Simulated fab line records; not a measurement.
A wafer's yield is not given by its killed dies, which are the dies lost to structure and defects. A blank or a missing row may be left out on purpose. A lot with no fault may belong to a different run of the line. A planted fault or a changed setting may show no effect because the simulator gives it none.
What tool caused it? || flow n5-finfet || 9 lots with 27 wafers sampled at 5 steps, on a route of 1938 steps

== WHAT THE GAUGES SHOWED, per wafer ==
N5_BEOL_M4_RC_MEAS_101. Usual: DIBL_N 36.0 mV/V, standard deviation 1.7; DIBL_P 36.0 mV/V, standard deviation 2; IOFF_N 0.156 nA/um, standard deviation 0.028; IOFF_P 0.21 nA/um, standard deviation 0.04; ION_N 673 uA/um, standard deviation 12; ION_P 463 uA/um, standard deviation 8.3; SS_N 71.4 mV/dec, standard deviation 0.6; SS_P 73.3 mV/dec, standard deviation 0.66; VT_N 250 mV, standard deviation 3; VT_P -250 mV, standard deviation 3.8.
{"lot": "L761", "measured": "day 11 05:07", "on": "prober-01", "DIBL_N (mV/V)": "35.5 37.3 37.1", "DIBL_P (mV/V)": "34.7 36.9 37.1", "IOFF_N (nA/um)": "0.141 0.182 0.174", "IOFF_P (nA/um)": "0.20 0.23 0.24", "ION_N (uA/um)": "656 684 688", "ION_P (uA/um)": "460 472 467", "SS_N (mV/dec)": "70.8 71.4 71.6", "SS_P (mV/dec)": "73.3 72.7 73.9", "VT_N (mV)": "254 249 249", "VT_P (mV)": "-251 -248 -248", "flag": ""}
{"lot": "L762", "measured": "day 11 14:01", "on": "prober-02", "DIBL_N (mV/V)": "38.0 36.2 33.9", "DIBL_P (mV/V)": "39.2 36.7 34.5", "IOFF_N (nA/um)": "0.202 0.174 0.133", "IOFF_P (nA/um)": "0.22 0.19 0.16", "ION_N (uA/um)": "691 681 667", "ION_P (uA/um)": "464 458 457", "SS_N (mV/dec)": "72.0 71.3 70.4", "SS_P (mV/dec)": "74.4 73.9 73.4", "VT_N (mV)": "245 248 251", "VT_P (mV)": "-251 -252 -256", "flag": ""}
{"lot": "L764", "measured": "day 12 10:09", "on": "prober-02", "DIBL_N (mV/V)": "38.8 37.1 37.9", "DIBL_P (mV/V)": "38.5 36.2 36.2", "IOFF_N (nA/um)": "0.179 0.156 0.163", "IOFF_P (nA/um)": "0.24 0.22 0.22", "ION_N (uA/um)": "675 687 672", "ION_P (uA/um)": "463 470 460", "SS_N (mV/dec)": "71.9 71.3 71.2", "SS_P (mV/dec)": "73.6 72.2 72.9", "VT_N (mV)": "249 248 251", "VT_P (mV)": "-250 -248 -249", "flag": ""}
{"lot": "L765", "measured": "day 12 11:52", "on": "prober-01", "DIBL_N (mV/V)": "34.1 33.2 32.0", "DIBL_P (mV/V)": "35.3 33.7 32.7", "IOFF_N (nA/um)": "0.130 0.116 0.098", "IOFF_P (nA/um)": "0.16 0.15 0.13", "ION_N (uA/um)": "660 672 652", "ION_P (uA/um)": "447 451 450", "SS_N (mV/dec)": "71.4 71.2 70.7", "SS_P (mV/dec)": "72.9 72.9 72.6", "VT_N (mV)": "252 251 257", "VT_P (mV)": "-257 -256 -257", "flag": ""}
{"lot": "L766", "measured": "day 13 01:37", "on": "prober-02", "DIBL_N (mV/V)": "34.4 35.9 34.5", "DIBL_P (mV/V)": "34.3 36.0 33.9", "IOFF_N (nA/um)": "0.118 0.145 0.125", "IOFF_P (nA/um)": "0.18 0.21 0.18", "ION_N (uA/um)": "667 662 662", "ION_P (uA/um)": "462 456 463", "SS_N (mV/dec)": "70.8 71.1 71.1", "SS_P (mV/dec)": "72.6 73.1 72.5", "VT_N (mV)": "256 250 252", "VT_P (mV)": "-251 -251 -252", "flag": ""}
{"lot": "L767", "measured": "day 13 12:47", "on": "prober-01", "DIBL_N (mV/V)": "38.1 37.2 38.8", "DIBL_P (mV/V)": "38.5 36.4 38.3", "IOFF_N (nA/um)": "0.208 0.179 0.202", "IOFF_P (nA/um)": "0.24 0.20 0.25", "ION_N (uA/um)": "692 673 686", "ION_P (uA/um)": "468 455 466", "SS_N (mV/dec)": "71.7 71.9 72.1", "SS_P (mV/dec)": "73.9 73.5 74.6", "VT_N (mV)": "247 249 246", "VT_P (mV)": "-249 -254 -250", "flag": ""}
{"lot": "L769", "measured": "day 13 10:40", "on": "prober-01", "DIBL_N (mV/V)": "35.1 36.1 35.9", "DIBL_P (mV/V)": "35.2 36.0 36.8", "IOFF_N (nA/um)": "0.132 0.156 0.150", "IOFF_P (nA/um)": "0.16 0.18 0.19", "ION_N (uA/um)": "676 674 680", "ION_P (uA/um)": "463 461 462", "SS_N (mV/dec)": "70.9 71.5 71.0", "SS_P (mV/dec)": "72.4 73.2 72.9", "VT_N (mV)": "251 250 251", "VT_P (mV)": "-254 -256 -253", "flag": ""}

== WHICH TOOL RAN EACH LOT (tool, then ch and the chambers of the sampled wafers, then the start) ==
{"lot": "L751", "N5_BEOL_M0_SAQP_MANDREL_ETCH_20": "rie-si-03 ch 0,1,2, day 6 16:14", "N5_BEOL_M0_SAQP_RECESS_114": "vapor-etch-02 ch 0,1, day 6 16:28", "N5_BEOL_M0_SAQP_STRIP_108": "rie-diel-05 ch 0,1,3, day 6 18:25", "N5_BEOL_M0_SAQP_SPACER2_ALD_26": "ald-sin-04 ch 1,2,3, day 6 18:37"}
{"lot": "L752", "N5_BEOL_M0_SAQP_MANDREL_ETCH_20": "rie-si-06 ch 0,2,3, day 6 22:05", "N5_BEOL_M0_SAQP_RECESS_114": "vapor-etch-02 ch 0,1, day 6 22:19", "N5_BEOL_M0_SAQP_STRIP_108": "rie-diel-02 ch 0,1,2, day 7 01:07", "N5_BEOL_M0_SAQP_SPACER2_ALD_26": "ald-sin-04 ch 0,1,2, day 7 01:20"}
{"lot": "L761", "N5_BEOL_M0_SAQP_MANDREL_ETCH_20": "rie-si-06 ch 1,2,3, day 9 02:07", "N5_BEOL_M0_SAQP_RECESS_114": "vapor-etch-02 ch 0,1, day 9 02:21", "N5_BEOL_M0_SAQP_STRIP_108": "rie-diel-02 ch 1,2,3, day 9 05:02", "N5_BEOL_M0_SAQP_SPACER2_ALD_26": "ald-sin-03 ch 1,2,3, day 9 05:14"}
{"lot": "L762", "N5_BEOL_M0_SAQP_MANDREL_ETCH_20": "rie-si-01 ch 0,1,3, day 9 10:45", "N5_BEOL_M0_SAQP_RECESS_114": "vapor-etch-01 ch 0,1, day 9 11:50", "N5_BEOL_M0_SAQP_STRIP_108": "rie-diel-02 ch 1,2,3, day 9 13:46", "N5_BEOL_M0_SAQP_SPACER2_ALD_26": "ald-sin-02 ch 0,2,3, day 9 13:58"}
{"lot": "L764", "N5_BEOL_M0_SAQP_MANDREL_ETCH_20": "rie-si-06 ch 1,2,3, day 9 20:20", "N5_BEOL_M0_SAQP_RECESS_114": "vapor-etch-02 ch 0,1, day 9 20:34", "N5_BEOL_M0_SAQP_STRIP_108": "rie-diel-05 ch 0,2,3, day 9 22:29", "N5_BEOL_M0_SAQP_SPACER2_ALD_26": "ald-sin-04 ch 0,1,2, day 9 22:49"}
{"lot": "L765", "N5_BEOL_M0_SAQP_MANDREL_ETCH_20": "rie-si-03 ch 0,2, day 10 00:09", "N5_BEOL_M0_SAQP_RECESS_114": "vapor-etch-02 ch 0,1, day 10 00:29", "N5_BEOL_M0_SAQP_STRIP_108": "rie-diel-02 ch 0,2,3, day 10 02:59", "N5_BEOL_M0_SAQP_SPACER2_ALD_26": "ald-sin-04 ch 0,1, day 10 03:18"}
{"lot": "L766", "N5_BEOL_M0_SAQP_MANDREL_ETCH_20": "rie-si-01 ch 1,2, day 10 04:45", "N5_BEOL_M0_SAQP_RECESS_114": "vapor-etch-02 ch 0,1, day 10 05:23", "N5_BEOL_M0_SAQP_STRIP_108": "rie-diel-04 ch 0,2, day 10 08:07", "N5_BEOL_M0_SAQP_SPACER2_ALD_26": "ald-sin-03 ch 2,3, day 10 08:20"}
{"lot": "L767", "N5_BEOL_M0_SAQP_MANDREL_ETCH_20": "rie-si-06 ch 0,1, day 10 11:45", "N5_BEOL_M0_SAQP_RECESS_114": "vapor-etch-02 ch 0,1, day 10 12:31", "N5_BEOL_M0_SAQP_STRIP_108": "rie-diel-05 ch 1,2, day 10 14:27", "N5_BEOL_M0_SAQP_SPACER2_ALD_26": "ald-sin-03 ch 0,1,2, day 10 14:42"}
{"lot": "L769", "N5_BEOL_M0_SAQP_MANDREL_ETCH_20": "rie-si-06 ch 0,1,2, day 10 23:13", "N5_BEOL_M0_SAQP_RECESS_114": "vapor-etch-01 ch 0,1, day 10 23:29", "N5_BEOL_M0_SAQP_STRIP_108": "rie-diel-02 ch 0,1,2, day 11 01:20", "N5_BEOL_M0_SAQP_SPACER2_ALD_26": "ald-sin-04 ch 0,1,2, day 11 01:33"}
- N5_BEOL_M0_SAQP_MANDREL_ETCH_20: etches a-Si in HBr/Cl2, stops on SiNx, target depth 60 nm, bt time 10 s, time 30 s.
- N5_BEOL_M0_SAQP_RECESS_114: chemistry HF/NH3, target SiO2, target depth 14.4 nm, afs cycles 3, sublimation time 60 s.
- N5_BEOL_M0_SAQP_STRIP_108: strips in N2/H2.
- N5_BEOL_M0_SAQP_SPACER2_ALD_26: deposits SiO2, target thk 15 nm, pulse time 1 s, purge time 2 s.

== AS READ BY THE TOOLS THEMSELVES (means over the sampled wafers that have a number; for cases with no such wafer, the mark the record gives instead) ==
N5_BEOL_M0_SAQP_MANDREL_ETCH_20. Usual: chamber-pressure-mTorr 10.000 mTorr, standard deviation 0.0093; drypump-motor-current-A 5.5 A, standard deviation 0.49; oes-product-au 0.768 a.u., standard deviation 0.014; throttle-valve-pct 35.7 %, standard deviation 0.32.
{"lot": "L751", "tool": "rie-si-03", "chamber-pressure-mTorr (mTorr)": 10.006, "drypump-motor-current-A (A)": 5.4, "oes-product-au (a.u.)": 0.777, "throttle-valve-pct (%)": 35.6, "flag": ""}
{"lot": "L752", "tool": "rie-si-06", "chamber-pressure-mTorr (mTorr)": 9.997, "drypump-motor-current-A (A)": 5.8, "oes-product-au (a.u.)": 0.766, "throttle-valve-pct (%)": 35.6, "flag": ""}
{"lot": "L761", "tool": "rie-si-06", "chamber-pressure-mTorr (mTorr)": 9.995, "drypump-motor-current-A (A)": 5.6, "oes-product-au (a.u.)": 0.759, "throttle-valve-pct (%)": 35.7, "flag": ""}
{"lot": "L762", "tool": "rie-si-01", "chamber-pressure-mTorr (mTorr)": 10.000, "drypump-motor-current-A (A)": 5.5, "oes-product-au (a.u.)": 0.765, "throttle-valve-pct (%)": 35.6, "flag": ""}
{"lot": "L764", "tool": "rie-si-06", "chamber-pressure-mTorr (mTorr)": 10.005, "drypump-motor-current-A (A)": 5.6, "oes-product-au (a.u.)": 0.771, "throttle-valve-pct (%)": 35.7, "flag": ""}
{"lot": "L765", "tool": "rie-si-03", "chamber-pressure-mTorr (mTorr)": 10.007, "drypump-motor-current-A (A)": 5.2, "oes-product-au (a.u.)": 0.773, "throttle-valve-pct (%)": 35.5, "flag": ""}
{"lot": "L766", "tool": "rie-si-01", "chamber-pressure-mTorr (mTorr)": 10.000, "drypump-motor-current-A (A)": 5.7, "oes-product-au (a.u.)": 0.761, "throttle-valve-pct (%)": 35.8, "flag": ""}
{"lot": "L767", "tool": "rie-si-06", "chamber-pressure-mTorr (mTorr)": 9.993, "drypump-motor-current-A (A)": 5.2, "oes-product-au (a.u.)": 0.772, "throttle-valve-pct (%)": 35.7, "flag": ""}
{"lot": "L769", "tool": "rie-si-06", "chamber-pressure-mTorr (mTorr)": 10.004, "drypump-motor-current-A (A)": 5.6, "oes-product-au (a.u.)": 0.764, "throttle-valve-pct (%)": 35.6, "flag": ""}

N5_BEOL_M0_SAQP_RECESS_114. Usual: drypump-motor-current-A 6.0 A, standard deviation 0.43; temp-c 30.00 C, standard deviation 0.11.
{"lot": "L751", "tool": "vapor-etch-02", "drypump-motor-current-A (A)": 6.2, "temp-c (C)": 29.97, "flag": ""}
{"lot": "L752", "tool": "vapor-etch-02", "drypump-motor-current-A (A)": 6.2, "temp-c (C)": 29.87, "flag": ""}
{"lot": "L761", "tool": "vapor-etch-02", "drypump-motor-current-A (A)": 6.2, "temp-c (C)": 30.08, "flag": ""}
{"lot": "L762", "tool": "vapor-etch-01", "drypump-motor-current-A (A)": 5.3, "temp-c (C)": 30.05, "flag": ""}
{"lot": "L764", "tool": "vapor-etch-02", "drypump-motor-current-A (A)": 6.2, "temp-c (C)": 29.95, "flag": ""}
{"lot": "L765", "tool": "vapor-etch-02", "drypump-motor-current-A (A)": 6.1, "temp-c (C)": 30.04, "flag": ""}
{"lot": "L766", "tool": "vapor-etch-02", "drypump-motor-current-A (A)": 6.2, "temp-c (C)": 30.08, "flag": ""}
{"lot": "L767", "tool": "vapor-etch-02", "drypump-motor-current-A (A)": 6.2, "temp-c (C)": 29.88, "flag": ""}
{"lot": "L769", "tool": "vapor-etch-01", "drypump-motor-current-A (A)": 5.3, "temp-c (C)": 29.94, "flag": ""}

N5_BEOL_M0_SAQP_STRIP_108. Usual: bias-power-w 28.00 W, standard deviation 0.082; chamber-pressure-mTorr 49.99 mTorr, standard deviation 0.087; drypump-motor-current-A 6.0 A, standard deviation 0.57; oes-product-au 0.79 a.u., standard deviation 0.096; rf-vpp-V 121.8 V, standard deviation 1.1; showerhead-plenum-p-Torr 3.36 Torr, standard deviation 0.11; temp-c 40.00 C, standard deviation 0.11; throttle-valve-pct 19.0 %, standard deviation 0.43.
{"lot": "L751", "tool": "rie-diel-05", "bias-power-w (W)": "-", "chamber-pressure-mTorr (mTorr)": "-", "drypump-motor-current-A (A)": "-", "oes-product-au (a.u.)": "-", "rf-vpp-V (V)": "-", "showerhead-plenum-p-Torr (Torr)": "-", "temp-c (C)": "-", "throttle-valve-pct (%)": "-", "flag": "OFF"}
{"lot": "L752", "tool": "rie-diel-02", "bias-power-w (W)": "-", "chamber-pressure-mTorr (mTorr)": "-", "drypump-motor-current-A (A)": "-", "oes-product-au (a.u.)": "-", "rf-vpp-V (V)": "-", "showerhead-plenum-p-Torr (Torr)": "-", "temp-c (C)": "-", "throttle-valve-pct (%)": "-", "flag": "OFF"}
{"lot": "L761", "tool": "rie-diel-02", "bias-power-w (W)": 27.98, "chamber-pressure-mTorr (mTorr)": 50.07, "drypump-motor-current-A (A)": 6.5, "oes-product-au (a.u.)": 0.86, "rf-vpp-V (V)": 121.8, "showerhead-plenum-p-Torr (Torr)": 3.35, "temp-c (C)": 40.04, "throttle-valve-pct (%)": 19.2, "flag": ""}
{"lot": "L762", "tool": "rie-diel-02", "bias-power-w (W)": 27.97, "chamber-pressure-mTorr (mTorr)": 49.98, "drypump-motor-current-A (A)": 6.5, "oes-product-au (a.u.)": 0.84, "rf-vpp-V (V)": 121.9, "showerhead-plenum-p-Torr (Torr)": 3.35, "temp-c (C)": 39.97, "throttle-valve-pct (%)": 19.1, "flag": ""}
{"lot": "L764", "tool": "rie-diel-05", "bias-power-w (W)": 27.95, "chamber-pressure-mTorr (mTorr)": 50.02, "drypump-motor-current-A (A)": 6.1, "oes-product-au (a.u.)": 0.79, "rf-vpp-V (V)": 122.3, "showerhead-plenum-p-Torr (Torr)": 3.33, "temp-c (C)": 40.08, "throttle-valve-pct (%)": 19.1, "flag": ""}
{"lot": "L765", "tool": "rie-diel-02", "bias-power-w (W)": 28.04, "chamber-pressure-mTorr (mTorr)": 50.01, "drypump-motor-current-A (A)": 6.1, "oes-product-au (a.u.)": 0.87, "rf-vpp-V (V)": 121.6, "showerhead-plenum-p-Torr (Torr)": 3.43, "temp-c (C)": 40.06, "throttle-valve-pct (%)": 18.9, "flag": ""}
{"lot": "L766", "tool": "rie-diel-04", "bias-power-w (W)": 28.06, "chamber-pressure-mTorr (mTorr)": 50.04, "drypump-motor-current-A (A)": 5.6, "oes-product-au (a.u.)": 0.78, "rf-vpp-V (V)": 123.2, "showerhead-plenum-p-Torr (Torr)": 3.43, "temp-c (C)": 39.88, "throttle-valve-pct (%)": 19.0, "flag": ""}
{"lot": "L767", "tool": "rie-diel-05", "bias-power-w (W)": 28.01, "chamber-pressure-mTorr (mTorr)": 49.95, "drypump-motor-current-A (A)": 6.2, "oes-product-au (a.u.)": 0.83, "rf-vpp-V (V)": 121.2, "showerhead-plenum-p-Torr (Torr)": 3.26, "temp-c (C)": 40.00, "throttle-valve-pct (%)": 18.7, "flag": ""}
{"lot": "L769", "tool": "rie-diel-02", "bias-power-w (W)": 28.02, "chamber-pressure-mTorr (mTorr)": 49.99, "drypump-motor-current-A (A)": 6.0, "oes-product-au (a.u.)": 0.90, "rf-vpp-V (V)": 121.8, "showerhead-plenum-p-Torr (Torr)": 3.42, "temp-c (C)": 39.88, "throttle-valve-pct (%)": 19.1, "flag": ""}

N5_BEOL_M0_SAQP_SPACER2_ALD_26. Usual: heater-power-w 456 W, standard deviation 54; precursor-pulse-height-rel 0.999, standard deviation 0.021.
{"lot": "L751", "tool": "ald-sin-04", "heater-power-w (W)": 465, "precursor-pulse-height-rel": 1.009, "flag": ""}
{"lot": "L752", "tool": "ald-sin-04", "heater-power-w (W)": 453, "precursor-pulse-height-rel": 1.000, "flag": ""}
{"lot": "L761", "tool": "ald-sin-03", "heater-power-w (W)": 466, "precursor-pulse-height-rel": 1.012, "flag": ""}
{"lot": "L762", "tool": "ald-sin-02", "heater-power-w (W)": 451, "precursor-pulse-height-rel": 0.993, "flag": ""}
{"lot": "L764", "tool": "ald-sin-04", "heater-power-w (W)": 449, "precursor-pulse-height-rel": 1.004, "flag": ""}
{"lot": "L765", "tool": "ald-sin-04", "heater-power-w (W)": 461, "precursor-pulse-height-rel": 0.989, "flag": ""}
{"lot": "L766", "tool": "ald-sin-03", "heater-power-w (W)": 465, "precursor-pulse-height-rel": 0.983, "flag": ""}
{"lot": "L767", "tool": "ald-sin-03", "heater-power-w (W)": 433, "precursor-pulse-height-rel": 1.013, "flag": ""}
{"lot": "L769", "tool": "ald-sin-04", "heater-power-w (W)": 451, "precursor-pulse-height-rel": 1.003, "flag": ""}

== THE ANSWER, worked out from the rows above alone ==
Rule: a lot is off if the mean of its wafers that have a number lies more than 3 standard deviations from the usual mean. Also off: a lot with no number at a reading for which 4 or more lots have one. Any other lot the step has rows for is counted as sound. After the gauges, taken in route order, come the tools' own readings; for these a lot's mean is taken, as printed above. At the first step where some lot is off, the reading lying furthest off is the one used; lots without a number count as furthest.
Off at N5_BEOL_M0_SAQP_STRIP_108 (bias-power-w): L751, L752. Without a number there: L751, L752.
If a tool, at that step or one of the process steps before it, ran each lot that is off and ran no sound lot following the first of them, it fits. No candidate that was tried fits.

== WHAT THE SIMULATOR PUT IN ==
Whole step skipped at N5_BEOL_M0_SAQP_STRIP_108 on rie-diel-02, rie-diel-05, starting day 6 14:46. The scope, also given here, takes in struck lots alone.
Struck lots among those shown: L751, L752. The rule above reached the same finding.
